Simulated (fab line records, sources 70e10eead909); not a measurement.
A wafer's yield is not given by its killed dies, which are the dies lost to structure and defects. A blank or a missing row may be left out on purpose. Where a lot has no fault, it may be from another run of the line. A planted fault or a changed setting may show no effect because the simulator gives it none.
Which tool was responsible? | flow nandHarc | 24 lots with 72 wafers sampled at 5 steps, on a route of 1302 steps

## WHAT THE GAUGES SHOWED, per wafer
NHARC_P_ZERO_WELL_CD_MEAS_24 targets a cd of 720 nm.
lot  | measured     | on       | cdNm (nm)
L074 | day 1 22:42  | cdSem-02 | 718.9 721.4 720.6
L075 | day 2 09:01  | cdSem-01 | 721.2 722.6 721.6
L076 | day 2 18:28  | cdSem-03 | 724.3 719.4 721.3
L077 | day 3 04:39  | cdSem-02 | 721.6 720.0 720.1
L078 | day 3 14:38  | cdSem-01 | 722.2 721.7 723.9
L079 | day 4 00:29  | cdSem-03 | 720.1 719.2 717.8
L080 | day 4 10:27  | cdSem-03 | 726.1 719.2 720.8
L081 | day 4 20:35  | cdSem-03 | 719.0 718.5 717.1
L082 | day 5 06:37  | cdSem-01 | 719.8 717.2 721.0
L083 | day 5 16:31  | cdSem-01 | 720.1 724.2 719.4
L084 | day 6 02:39  | cdSem-02 | 720.1 718.4 719.1
L085 | day 6 12:35  | cdSem-02 | 723.8 722.6 721.6
L086 | day 6 22:29  | cdSem-01 | 721.7 719.1 719.2
L087 | day 7 08:31  | cdSem-01 | 717.5 719.0 720.8
L088 | day 7 18:35  | cdSem-01 | 721.4 719.6 720.8
L089 | day 8 04:28  | cdSem-01 | 717.9 719.8 716.8
L090 | day 8 14:23  | cdSem-03 | 720.2 719.9 718.1
L091 | day 9 00:29  | cdSem-01 | 720.2 722.7 722.5
L092 | day 9 10:20  | cdSem-01 | 722.3 721.8 724.4
L093 | day 9 22:09  | cdSem-02 | 721.5 723.4 721.5
L094 | day 10 06:38 | cdSem-03 | 722.6 720.6 723.9
L095 | day 10 16:44 | cdSem-01 | 720.3 722.4 719.4
L096 | day 11 02:31 | cdSem-02 | 724.3 722.9 721.9
L097 | day 11 12:30 | cdSem-02 | 722.6 719.8 723.1

NHARC_P_STI_OCD_MEAS_43.
lot  | measured     | on     | trenchDepthNm (nm) | trenchFootCdNm (nm)
L074 | day 2 21:41  | ocd-02 | 291 296 292        | 157.7 153.7 157.7
L075 | day 3 09:08  | ocd-02 | 299 291 302        | 157.3 157.7 156.3
L076 | day 3 15:29  | ocd-01 | 297 299 298        | 157.2 159.1 157.4
L077 | day 4 03:21  | ocd-02 | 300 300 300        | 157.2 153.9 156.5
L078 | day 4 15:00  | ocd-02 | 302 303 298        | 156.1 154.9 157.2
L079 | day 4 23:28  | ocd-02 | 301 295 301        | 159.0 158.5 156.4
L080 | day 5 08:55  | ocd-01 | 291 295 300        | 159.0 160.7 158.1
L081 | day 5 19:53  | ocd-02 | 300 297 300        | 159.0 156.9 155.2
L082 | day 6 06:11  | ocd-01 | 306 294 308        | 155.7 157.1 157.0
L083 | day 6 17:44  | ocd-02 | 296 306 298        | 160.0 155.8 159.5
L084 | day 7 01:40  | ocd-02 | 302 304 304        | 154.2 156.3 158.3
L085 | day 7 16:30  | ocd-02 | 300 296 300        | 155.5 158.3 158.9
L086 | day 7 19:41  | ocd-02 | 298 308 307        | 154.6 154.5 153.9
L087 | day 8 07:29  | ocd-01 | 300 298 299        | 157.2 154.3 159.2
L088 | day 8 16:03  | ocd-02 | 300 293 300        | 158.8 158.2 156.1
L089 | day 9 01:23  | ocd-02 | 301 304 294        | 157.8 158.3 159.6
L090 | day 9 13:43  | ocd-01 | 294 302 308        | 160.2 155.2 155.8
L091 | day 9 22:01  | ocd-01 | 294 305 304        | 155.5 155.0 155.5
L092 | day 10 10:37 | ocd-02 | 306 308 300        | 153.1 158.8 156.1
L093 | day 10 19:26 | ocd-01 | 300 295 294        | 159.8 163.4 161.9
L094 | day 11 08:13 | ocd-02 | 307 305 306        | 156.6 153.9 156.4
L095 | day 11 16:02 | ocd-02 | 294 299 299        | 157.0 158.3 157.5
L096 | day 12 02:16 | ocd-02 | 296 292 299        | 157.5 158.8 156.1
L097 | day 12 10:56 | ocd-01 | 299 301 301        | 157.7 158.8 157.6

NHARC_P_CONTACT_INSPECT_14.
lot  | measured     | on               | rawDefectCount
L074 | day 5 19:44  | defectInspect-02 | 2 2 0
L075 | day 6 09:05  | defectInspect-02 | 11 6 11
L076 | day 6 16:38  | defectInspect-01 | 3 6 3
L077 | day 7 03:21  | defectInspect-01 | 3 3 2
L078 | day 7 15:35  | defectInspect-01 | 1 2 3
L079 | day 8 03:36  | defectInspect-01 | 5 5 8
L080 | day 8 17:17  | defectInspect-02 | 4 2 3
L081 | day 8 17:55  | defectInspect-02 | 2 2 1
L082 | day 9 05:55  | defectInspect-02 | 7 4 5
L083 | day 9 17:08  | defectInspect-01 | 2 1 3
L084 | day 9 23:49  | defectInspect-02 | 3 12 8
L085 | day 10 14:23 | defectInspect-01 | 3 5 0
L086 | day 10 13:28 | defectInspect-02 | 5 3 7
L087 | day 11 11:30 | defectInspect-02 | 2 5 5
L088 | day 12 05:21 | defectInspect-02 | 1 2 2
L089 | day 12 02:29 | defectInspect-02 | 6 6 9
L090 | day 12 16:10 | defectInspect-01 | 5 4 5
L091 | day 12 20:23 | defectInspect-01 | 7 3 4
L092 | day 13 08:51 | defectInspect-02 | 4 1 4
L093 | day 13 22:17 | defectInspect-02 | 6 3 7
L094 | day 14 08:22 | defectInspect-01 | 3 5 9
L095 | day 14 09:56 | defectInspect-01 | 7 4 8
L096 | day 14 23:21 | defectInspect-02 | 6 5 9
L097 | day 15 07:10 | defectInspect-02 | 6 2 2

## WHAT TOOL EACH LOT RAN ON (gives the tool, then ch and the chambers of the sampled wafers, and finally the start)
lot  | NHARC_P_STI_DESCUM_14             | NHARC_P_STI_ETCH_42
L074 | rieDiel-06 ch 0,3, day 2 20:39    | rieDiel-06 ch 1,2,3, day 2 20:44
L075 | rieDiel-11 ch 1,2, day 3 08:07    | rieDiel-11 ch 0,2,3, day 3 08:12
L076 | rieDiel-06 ch 0,3, day 3 14:23    | rieDiel-06 ch 2,3, day 3 14:28
L077 | rieDiel-06 ch 1,2, day 4 02:19    | rieDiel-06 ch 0,2, day 4 02:25
L078 | rieDiel-06 ch 0,1,3, day 4 13:59  | rieDiel-06 ch 2,3, day 4 14:04
L079 | rieDiel-06 ch 0,1,2, day 4 22:28  | rieDiel-06 ch 1,2,3, day 4 22:32
L080 | rieDiel-09 ch 1,2, day 5 07:53    | rieDiel-09 ch 1,3, day 5 07:59
L081 | rieDiel-11 ch 0,2,3, day 5 18:52  | rieDiel-11 ch 0,1,3, day 5 18:56
L082 | rieDiel-09 ch 0,1,3, day 6 05:07  | rieDiel-09 ch 0,1,2, day 6 05:13
L083 | rieDiel-11 ch 1,2,3, day 6 16:41  | rieDiel-11 ch 0,1,3, day 6 16:47
L084 | rieDiel-06 ch 0,2,3, day 7 00:38  | rieDiel-06 ch 1,2,3, day 7 00:43
L085 | rieDiel-06 ch 0,3, day 7 15:28    | rieDiel-06 ch 1,2, day 7 15:33
L086 | rieDiel-09 ch 1,2, day 7 18:40    | rieDiel-09 ch 1,2, day 7 18:45
L087 | rieDiel-09 ch 1,3, day 8 06:26    | rieDiel-09 ch 0,3, day 8 06:31
L088 | rieDiel-09 ch 1,3, day 8 15:01    | rieDiel-09 ch 0,1,3, day 8 15:06
L089 | rieDiel-06 ch 0,1,3, day 9 00:21  | rieDiel-06 ch 0,3, day 9 00:25
L090 | rieDiel-09 ch 2,3, day 9 12:41    | rieDiel-09 ch 0,1,2, day 9 12:47
L091 | rieDiel-11 ch 0,2,3, day 9 21:00  | rieDiel-11 ch 0,1,2, day 9 21:04
L092 | rieDiel-06 ch 0,1,2, day 10 09:31 | rieDiel-06 ch 0,1,3, day 10 09:40
L093 | rieDiel-11 ch 0,2,3, day 10 17:56 | rieDiel-11 ch 0,2,3, day 10 18:01
L094 | rieDiel-06 ch 2,3, day 11 07:08   | rieDiel-06 ch 1,2,3, day 11 07:14
L095 | rieDiel-11 ch 0,1,2, day 11 15:00 | rieDiel-11 ch 0,1, day 11 15:04
L096 | rieDiel-11 ch 1,2,3, day 12 01:14 | rieDiel-11 ch 0,2,3, day 12 01:19
L097 | rieDiel-09 ch 1,2,3, day 12 09:53 | rieDiel-09 ch 1,2, day 12 09:59
- NHARC_P_STI_DESCUM_14: chemistry O2, time 3 s.
- NHARC_P_STI_ETCH_42: etches the open film in N2/H2, target depth 80 nm, overetch 24 nm, time 61 s.

## WHAT THE TOOLS THEMSELVES READ (means of the sampled wafers that have a number; where no wafer has one, the mark that the record gives instead)
NHARC_P_STI_DESCUM_14.
lot  | tool       | drypumpMotorCurrentA (A) | oesProductAu (a.u.) | rfVppV (V) | showerheadPlenumPTorr (Torr) | throttleValvePct (%)
L074 | rieDiel-06 | 5.3                      | 1.010               | 57.9       | 1.83                         | 11.315
L075 | rieDiel-11 | 5.6                      | 1.007               | 58.2       | 1.86                         | 11.320
L076 | rieDiel-06 | 5.3                      | 1.013               | 57.7       | 1.83                         | 11.300
L077 | rieDiel-06 | 5.5                      | 0.997               | 58.1       | 1.83                         | 11.302
L078 | rieDiel-06 | 5.4                      | 1.009               | 56.8       | 1.80                         | 11.316
L079 | rieDiel-06 | 5.4                      | 1.010               | 57.9       | 1.85                         | 11.313
L080 | rieDiel-09 | 4.9                      | 0.983               | 57.6       | 1.97                         | 11.312
L081 | rieDiel-11 | 6.1                      | 1.000               | 58.7       | 1.95                         | 11.313
L082 | rieDiel-09 | 5.4                      | 0.999               | 57.5       | 1.91                         | 11.302
L083 | rieDiel-11 | 5.9                      | 0.990               | 58.0       | 1.88                         | 11.301
L084 | rieDiel-06 | 5.4                      | 0.998               | 57.2       | 1.85                         | 11.308
L085 | rieDiel-06 | 5.3                      | 0.996               | 57.8       | 1.83                         | 11.311
L086 | rieDiel-09 | 5.2                      | 0.999               | 57.4       | 1.91                         | 11.312
L087 | rieDiel-09 | 5.5                      | 0.992               | 57.1       | 1.85                         | 11.315
L088 | rieDiel-09 | 5.6                      | 0.997               | 57.5       | 1.87                         | 11.319
L089 | rieDiel-06 | 5.4                      | 1.000               | 57.6       | 1.80                         | 11.303
L090 | rieDiel-09 | 5.3                      | 1.000               | 57.6       | 1.93                         | 11.311
L091 | rieDiel-11 | 6.2                      | 1.001               | 58.1       | 1.95                         | 11.302
L092 | rieDiel-06 | 5.4                      | 1.005               | 57.9       | 1.85                         | 11.307
L093 | rieDiel-11 | 6.2                      | 1.003               | 57.6       | 1.95                         | 11.306
L094 | rieDiel-06 | 5.5                      | 1.002               | 57.4       | 1.82                         | 11.308
L095 | rieDiel-11 | 6.0                      | 1.000               | 57.9       | 1.92                         | 11.313
L096 | rieDiel-11 | 5.9                      | 0.999               | 58.0       | 1.87                         | 11.303
L097 | rieDiel-09 | 5.3                      | 0.994               | 57.7       | 1.91                         | 11.322

NHARC_P_STI_ETCH_42.
lot  | tool       | drypumpMotorCurrentA (A) | oesProductAu (a.u.) | rfVppV (V) | showerheadPlenumPTorr (Torr) | throttleValvePct (%)
L074 | rieDiel-06 | 5.5                      | 0.997               | 428.2      | 1.95                         | 14.170
L075 | rieDiel-11 | 6.2                      | 1.001               | 431.6      | 2.08                         | 14.173
L076 | rieDiel-06 | 5.5                      | 1.003               | 428.0      | 1.95                         | 14.172
L077 | rieDiel-06 | 5.3                      | 1.009               | 429.4      | 2.00                         | 14.173
L078 | rieDiel-06 | 5.5                      | 1.011               | 428.2      | 1.95                         | 14.182
L079 | rieDiel-06 | 5.5                      | 1.005               | 428.4      | 1.95                         | 14.170
L080 | rieDiel-09 | 5.6                      | 0.989               | 429.0      | 1.99                         | 14.167
L081 | rieDiel-11 | 6.3                      | 0.995               | 430.9      | 2.06                         | 14.167
L082 | rieDiel-09 | 5.0                      | 0.985               | 431.7      | 2.09                         | 14.171
L083 | rieDiel-11 | 6.3                      | 1.004               | 431.3      | 2.06                         | 14.174
L084 | rieDiel-06 | 5.5                      | 1.002               | 427.5      | 1.94                         | 14.165
L085 | rieDiel-06 | 5.5                      | 1.002               | 427.3      | 1.94                         | 14.176
L086 | rieDiel-09 | 4.9                      | 0.993               | 432.2      | 2.10                         | 14.158
L087 | rieDiel-09 | 5.2                      | 1.006               | 431.8      | 2.09                         | 14.168
L088 | rieDiel-09 | 5.4                      | 0.992               | 431.0      | 2.03                         | 14.171
L089 | rieDiel-06 | 5.4                      | 1.001               | 426.6      | 1.92                         | 14.171
L090 | rieDiel-09 | 5.0                      | 0.994               | 432.4      | 2.09                         | 14.166
L091 | rieDiel-11 | 6.0                      | 0.999               | 431.4      | 2.04                         | 14.162
L092 | rieDiel-06 | 5.4                      | 1.006               | 427.5      | 1.92                         | 14.173
L093 | rieDiel-11 | 6.2                      | 1.006               | 431.6      | 2.08                         | 14.161
L094 | rieDiel-06 | 5.5                      | 1.005               | 427.6      | 1.94                         | 14.169
L095 | rieDiel-11 | 6.4                      | 0.998               | 432.9      | 2.11                         | 14.172
L096 | rieDiel-11 | 6.2                      | 0.991               | 432.5      | 2.08                         | 14.171
L097 | rieDiel-09 | 4.9                      | 0.987               | 432.1      | 2.10                         | 14.171

## THE ANSWER, worked out from the rows above alone
Rule: what is usual is taken from the lots themselves. Put in order of their means at a reading, lots are off if they are a third of the lots or fewer, leave a main group of 4 or more, and stand apart from it by a gap of 3 or more times the standard deviation of the main group's means; of several such gaps the widest counts. A main group whose means are all the same, to the digits that the tables above print for the reading, isn't used. A lot without any number at a reading at which 4 lots or more have one is off too. All remaining lots with rows at the step are treated as sound. The gauges are gone through in route order, then the tools' own readings, and for those a lot's mean is taken as printed above. At the first step where some lot is off, the reading lying furthest off is the one used; lots without a number count as furthest.
Nothing can be told from this: no lot is off at any reading shown.

## WHAT THE SIMULATOR PUT IN
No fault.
